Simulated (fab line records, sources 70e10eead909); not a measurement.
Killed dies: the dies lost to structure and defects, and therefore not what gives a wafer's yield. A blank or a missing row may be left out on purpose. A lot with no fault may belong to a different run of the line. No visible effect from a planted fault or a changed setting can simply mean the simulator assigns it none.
Chamber matching | flow nand-harc | NHARC_A_STAIRCASE_STRIP_476 on rie-diel-07 has 4 sister chambers
The step strips in O2, time 20 s. 4 wafers are shown with their chamber, then 7 later ones without.

WAFERS WITH THEIR CHAMBER
wafer  | chamber | showerhead-plenum-p-Torr (Torr)
L082.2 | 1       | 3.75
L084.1 | 0       | 3.62
L090.3 | 3       | 3.73
L090.4 | 2       | 3.38

WAFERS WHOSE CHAMBER IS MISSING
wafer  | showerhead-plenum-p-Torr (Torr)
L090.5 | 3.61
L093.1 | 3.37
L093.4 | 3.72
L093.5 | 3.73
L097.1 | 3.72
L097.2 | 3.71
L097.6 | 3.60

THE CHAMBER EACH PASSED THROUGH
wafer  | from the rows above     | in truth
L090.5 | 0                       | 0
L093.1 | 2                       | 2
L093.4 | can't be placed: 3 or 1 | 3
L093.5 | can't be placed: 3 or 1 | 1
L097.1 | can't be placed: 3 or 1 | 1
L097.2 | can't be placed: 3 or 1 | 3
L097.6 | 0                       | 0
3 of 7 placed correctly. Cannot be placed on the basis of these rows: 4; the candidates contain the true chamber in 4. Wrongly placed: 0.
How it was worked out, from the rows above alone: a wafer's distance from a chamber is the root of the sum, over the readings, of the square of ((its reading less the chamber's mean) divided by the reading's scatter). The wafer belongs to the nearest chamber; if the next one is less than 2 further off, it can't be placed. Each chamber's mean is taken over the wafers shown for it. The scatter: root of mean squared gap, hidden wafer to nearest shown wafer, with one shown wafer a chamber.
